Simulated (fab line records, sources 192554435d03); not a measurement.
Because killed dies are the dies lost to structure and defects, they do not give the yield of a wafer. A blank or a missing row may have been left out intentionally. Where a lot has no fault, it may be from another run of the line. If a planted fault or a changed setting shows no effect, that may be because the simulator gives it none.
A lot that was struck, set against a sound lot	flow n5Finfet	34 steps out of a route of 1938
Sound: these wafers, L742.1, L742.2, L742.4. Struck: wafer L737.5. (L737.3, L737.6 of the same lot were not struck and are left out.) The cause comes at the end.
Per side, at each step with rows, come the tool, then ch with its chambers, and then its first start. Under that, the readings that differ: sound wafers	struck wafers	difference of the means	sigmas: that difference in standard deviations of wafers without a fault.
alike: readings with means less than 2 such deviations apart, plus words and numbers identical on both sides. not compared: withheld readings, readings lacking a value on some wafer, bounds such as >300 that could conceal the same value, and numbers that have no deviation in the record and whose values overlap.
Wherever a step has rows on one side only, a row that says differs or no value, or a row with sigmas, the two part there. Numbers that don't overlap but have no deviation are shown without sigmas and don't part them. A reading that every wafer of one side lacks parts them only if that side has two wafers or more.

first, 9 steps without rows for these wafers: N5_BEOL_M7_EXPOSE_25 (exposes mask V6, target cd 40 nm); N5_BEOL_M7_PEB_26 (peb time 60 s); N5_BEOL_M7_DEVELOP_27 (develop time 30 s); N5_BEOL_M7_DESCUM_33 (chemistry O2, time 7 s); N5_BEOL_M7_ETCH_72 (etches underlayer in N2/H2, target depth 6.5 nm, time 5.2 s); N5_BEOL_M7_ETCH_65 (etches SiARC in CF4, target depth 15.6 nm, time 26 s); N5_BEOL_M7_ETCH_66 (etches SOC in N2/H2, target depth 80 nm, overetch 16 nm, time 120 s); N5_BEOL_M7_STRIP_69 (strips in N2/H2); N5_BEOL_M7_STRIP_73 (strips in N2/H2).
N5_BEOL_M7_VIA_ETCH_34: etches SiCOH lowk in C4F6/O2, target depth 125.5 nm, time 50.5 s.
  sound on rieDiel-02 ch 0,1,3, day 13 05:45; struck on rieDiel-01 ch 1, day 12 21:07
  alike: drypumpMotorCurrentA, oesProductAu, rfFwdPowerW, rfVppV, showerheadPlenumPTorr, throttleValvePct
  not compared: rfHoursCounterH
then, 23 steps without rows for these wafers: N5_BEOL_M7_STRIP_76 (strips in C4F6/O2); N5_BEOL_M7_STRIP_36 (strips in N2/H2); N5_BEOL_M7_TRENCH_ETCH_37 (etches SiCOH lowk in C4F6/O2, target depth 93.478 nm, time 31.2 s); N5_BEOL_M7_ETCH_41 (etches SiCN in CH3F/O2, target depth 31.9 nm, time 57.8 s); N5_BEOL_M7_STRIP_80 (strips in N2/H2, time 10 s); N5_BEOL_M7_HM_STRIP_39 (strips TiN in peroxide tin strip, target depth 25 nm, time 158 s); N5_BEOL_M7_SRD_40 (time 30 s); N5_BEOL_M7_PRECLEAN_42 (cleans in residue remover, time 60 s); N5_BEOL_M7_SRD_43 (time 30 s); N5_BEOL_M7_CURE_75 (cures SiCOH lowk, time 120 s); N5_BEOL_M7_DEGAS_44 (time 60 s); N5_BEOL_M7_PRE_CLEAN_45 (time 30 s); N5_BEOL_M7_ALD_77 (deposits TaN, target thk 2 nm, pulse time 2 s, purge time 3 s); N5_BEOL_M7_SURFACE_TREAT_79; N5_BEOL_M7_CVD_78 (deposits Co from CCTBA/H2, target thk 2 nm, time 142.3 s); N5_BEOL_M7_SPUTTER_48 (material Cu, target thk 10 nm, time 1.667 s); N5_BEOL_M7_ECD_50 (material Cu, target thk 300 nm); N5_BEOL_M7_ANNEAL_51 (time 90 s); N5_BEOL_M7_CMP_52 (polishes, stops on SiCOH lowk, t overpolish 6.9 s, target thk 80 nm); N5_BEOL_M7_PRE_CLEAN_55 (time 15 s); N5_BEOL_M7_DEP_56 (deposits SiCN from 3MS/NH3, target thk 10 nm, time 17.5 s); N5_BEOL_M8_ILD_DEP_00 (deposits SiCOH lowk from DEMS/porogen, target thk 179.75 nm, time 33.4 s); N5_BEOL_M8_CURE_74 (cures SiCOH lowk, time 240 s).
-- the record jumps here: 4 days lie between the struck wafers' starts before and after (it left off in module BEOL_M8 and takes up again in module PASSIVATION, whose first step shown is number 1936 of the route) --
N5_PASSIVATION_PROBE_49:
  sound: prober-02 at day 17 04:02; struck: prober-01 at day 16 11:46
reading	sound	struck	difference	sigmas
defectLimitedYield (%)	92.5 92.4 91.2	80.7	-11.3	-8
killed_at_M4_up	15 10 16	157	+143	+30
killedAtContacts	5 3 9	18	+12	+2
killedAtOther	2 8 20	1	-9	-3
killedDies	88 90 104	228	+134	+8
sort_bin_5_function (%)	4.0 4.3 4.5	11.4	+7.1	+8
sortNPass	1092 1090 1076	952	-134	-6
sortYieldPct (%)	92.5 92.4 91.2	80.7	-11.3	-6
  alike: killed_at_M0_to_M3, killedAtFrontEnd, killedOpen, killedShort, sort_bin_6_memory

== WHERE THEY PART ==
Only at N5_PASSIVATION_PROBE_49, as far as this record shows.

WHY: what had been put in by the simulator
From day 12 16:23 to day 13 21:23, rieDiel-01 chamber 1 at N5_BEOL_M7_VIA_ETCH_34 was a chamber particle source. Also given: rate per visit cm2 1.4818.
